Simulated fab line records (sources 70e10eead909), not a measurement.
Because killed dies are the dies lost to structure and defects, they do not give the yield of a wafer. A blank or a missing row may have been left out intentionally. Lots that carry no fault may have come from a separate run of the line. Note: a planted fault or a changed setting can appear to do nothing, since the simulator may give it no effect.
Tool commonality check    flow nand harc    1 lot, 3 wafers sampled

## WHAT PROMPTED THE OPENING
At NHARC_END_SORT_01 the reading killed at periphery is flagged on 1 of 1 lot. No-fault wafers: 2.8, standard deviation 2.3.
Rule: a lot is flagged in two cases, either no wafer of it has a number, or all its wafers with numbers fall more than 4 standard deviations from that mean. As for the other lots, they are considered sound.

lot   measured      on         killed at periphery, wafer by wafer  flag
L177  day 20 04:07  prober-01  649 645 643                          FLAGGED
Flagged lots average 645.7: +642.9 relative to the usual, that is +99 or more standard deviations.

## WHICH TOOL RAN EACH LOT
Before the reading, the record contains 4 process steps out of a 1159-step route. In each cell: the tool, then ch and the chambers that the sampled wafers went through, then the start.
lot   flag     NHARC_P_GATE_DESCUM_13             NHARC_P_GATE_ETCHBACK_37                      NHARC_P_GATE_EXPOSE_56            NHARC_P_GATE_DEGAS_109
L177  FLAGGED  rie diel-07 ch 1,2,3, day 4 23:05  rie diel-01 ch 0,1,2, day 6 03:40 or earlier  krf scanner-04 ch 0, day 6 03:40  pvd sputter-01, day 6 07:45
What these steps do:
- NHARC_P_GATE_DESCUM_13: chemistry O2, time 3 s.
- NHARC_P_GATE_ETCHBACK_37: etches the open film in CHF3/O2, target depth 34.5 nm, time 17.2 s.
- NHARC_P_GATE_EXPOSE_56: exposes mask P PSD, target cd 720 nm.
- NHARC_P_GATE_DEGAS_109: time 60 s.
- NHARC_END_SORT_01

## FLAGGED AGAINST TOTAL, ONE TOOL AT A TIME (gauges that did the reading follow at the end)
step                      tool            lots run  flagged  share of the flagged lots  sound lots run after its first flagged lot
NHARC_P_GATE_DESCUM_13    rie diel-07     1         1        all                        0
NHARC_P_GATE_ETCHBACK_37  rie diel-01     1         1        all                        0
NHARC_P_GATE_EXPOSE_56    krf scanner-04  1         1        all                        0
NHARC_P_GATE_DEGAS_109    pvd sputter-01  1         1        all                        0
NHARC_END_SORT_01         prober-01       1         1        all                        0
NHARC_P_GATE_ETCHBACK_37: start missing for some lots; hours and lot order therefore follow NHARC_P_GATE_EXPOSE_56.

## WHAT IS ALLOWED BY THE TABLE
5 rows of the table ran every flagged lot: rie diel-07 at NHARC_P_GATE_DESCUM_13, rie diel-01 at NHARC_P_GATE_ETCHBACK_37, krf scanner-04 at NHARC_P_GATE_EXPOSE_56, pvd sputter-01 at NHARC_P_GATE_DEGAS_109, prober-01 at NHARC_END_SORT_01.
- rie diel-07 at NHARC_P_GATE_DESCUM_13: 1 of its 1 lot flagged. Because this sample shows no sound lot run on it before its first flagged lot, the start cannot be pinned down more closely.
- rie diel-01 at NHARC_P_GATE_ETCHBACK_37: 1 of its 1 lot flagged. Because this sample shows no sound lot run on it before its first flagged lot, the start cannot be pinned down more closely.
- krf scanner-04 at NHARC_P_GATE_EXPOSE_56: 1 of its 1 lot flagged. Because this sample shows no sound lot run on it before its first flagged lot, the start cannot be pinned down more closely.
- pvd sputter-01 at NHARC_P_GATE_DEGAS_109: 1 of its 1 lot flagged. Because this sample shows no sound lot run on it before its first flagged lot, the start cannot be pinned down more closely.
- prober-01 at NHARC_END_SORT_01: 1 of its 1 lot flagged. Because this sample shows no sound lot run on it before its first flagged lot, the start cannot be pinned down more closely.
Because each of these 5 tools fits a fault that began at some hour, counting lots does not separate them. More lots, or a look at what each step does to the wafer, might.

## WHAT HAD BEEN PUT IN BY THE SIMULATOR
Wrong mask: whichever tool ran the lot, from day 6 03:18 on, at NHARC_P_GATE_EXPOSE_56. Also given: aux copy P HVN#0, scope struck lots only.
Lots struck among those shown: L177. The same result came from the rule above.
